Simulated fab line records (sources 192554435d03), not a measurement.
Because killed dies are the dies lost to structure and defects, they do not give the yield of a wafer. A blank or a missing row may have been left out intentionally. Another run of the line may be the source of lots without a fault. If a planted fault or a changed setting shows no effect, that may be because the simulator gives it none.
Chamber matching    flow n5-finfet    rie-diel-03 running N5_BEOL_M0_SAQP_ETCH_107: 4 sister chambers
The step etches SiNx in CH3F/O2, target depth 30 nm. 4 wafers are shown with their chamber, then 8 later ones without.

## WAFERS, EACH WITH ITS CHAMBER
wafer   chamber  showerhead-plenum-p-Torr (Torr)
L086.1  2        1.98
L086.3  1        1.98
L086.4  3        1.91
L087.2  0        1.90

## WAFERS WITHOUT THEIR CHAMBER
wafer   showerhead-plenum-p-Torr (Torr)
L087.3  1.98
L087.5  1.91
L095.1  1.97
L095.2  1.98
L095.4  1.97
L096.4  1.97
L096.5  1.98
L096.6  1.91

## WHICH CHAMBER EACH WENT THROUGH
wafer   from the rows above      in truth
L087.3  can't be placed: 1 or 2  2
L087.5  can't be placed: 3 or 0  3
L095.1  can't be placed: 1 or 2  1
L095.2  can't be placed: 1 or 2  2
L095.4  can't be placed: 1 or 2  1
L096.4  can't be placed: 1 or 2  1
L096.5  can't be placed: 1 or 2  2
L096.6  can't be placed: 3 or 0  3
Placed correctly: 0 of 8. Can't be placed from these rows: 8 (the true chamber is among the candidates in 8). Wrongly placed: 0.
How it was worked out, from the rows above alone: a wafer's distance from a chamber is the root of the sum, over the readings, of the square of ((its reading less the chamber's mean) divided by the reading's scatter). The wafer belongs to the nearest chamber; if the next one is less than 2 further off, it can't be placed. A chamber's mean is the mean of its shown wafers. The scatter: root of mean squared gap, hidden wafer to nearest shown wafer, with one shown wafer a chamber.
